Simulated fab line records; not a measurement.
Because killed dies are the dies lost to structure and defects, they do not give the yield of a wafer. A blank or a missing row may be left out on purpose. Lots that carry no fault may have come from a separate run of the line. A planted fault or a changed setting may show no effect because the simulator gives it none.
Chamber matching | flow n5 finfet | 4 sister chambers for N5_BEOL_M2_ALD_84 on ald metal-01
The step deposits TaN, pulse time 2 s, purge time 3 s, co reactant purge time 2 s. 14 wafers are shown with their chamber, then 7 later ones without.

## WAFERS WITH THEIR CHAMBER
wafer  | chamber | heater power w (W)
L081.2 | 0       | 458
L081.4 | 2       | 477
L081.6 | 0       | 451
L086.2 | 2       | 483
L086.4 | 3       | 434
L086.6 | 0       | 462
L089.1 | 1       | 410
L089.3 | 0       | 457
L089.4 | 3       | 449
L091.3 | 0       | 455
L091.4 | 1       | 425
L091.6 | 1       | 423
L093.1 | 1       | 421
L093.4 | 3       | 450

SIGNATURES, as means of the wafers listed above
reading        | chamber 0 | chamber 1 | chamber 2 | chamber 3 | scatter within a chamber
heater power w | 456.60    | 419.75    | 480.00    | 444.33    | 6.15
Rule: distance of a wafer from a chamber = root of the sum over the readings of ((wafer's reading minus chamber's mean) / reading's scatter) squared. The wafer belongs to the nearest chamber; if the next one is less than 2 further off, it can't be placed. How the scatter is found: for the shown wafers, subtract from each reading the mean of its chamber, square and add these, divide the total by (wafers less chambers), then take the root.

## WAFERS MISSING THEIR CHAMBER
wafer  | heater power w (W)
L093.6 | 413
L092.2 | 405
L092.4 | 478
L092.6 | 452
L094.1 | 435
L094.2 | 417
L094.3 | 455

## THE CHAMBER EACH PASSED THROUGH
wafer  | from the rows above          | in truth
L093.6 | 1                            | 1
L092.2 | 1                            | 1
L092.4 | 2                            | 2
L092.6 | can't be placed: 0 or 3      | 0
L094.1 | can't be placed: 3 or 1 or 0 | 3
L094.2 | 1                            | 1
L094.3 | can't be placed: 0 or 3      | 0
Correct placement for 4 of the 7. Not placeable from these rows: 3 (in 3, the candidates include the true chamber). Number placed wrongly: 0.
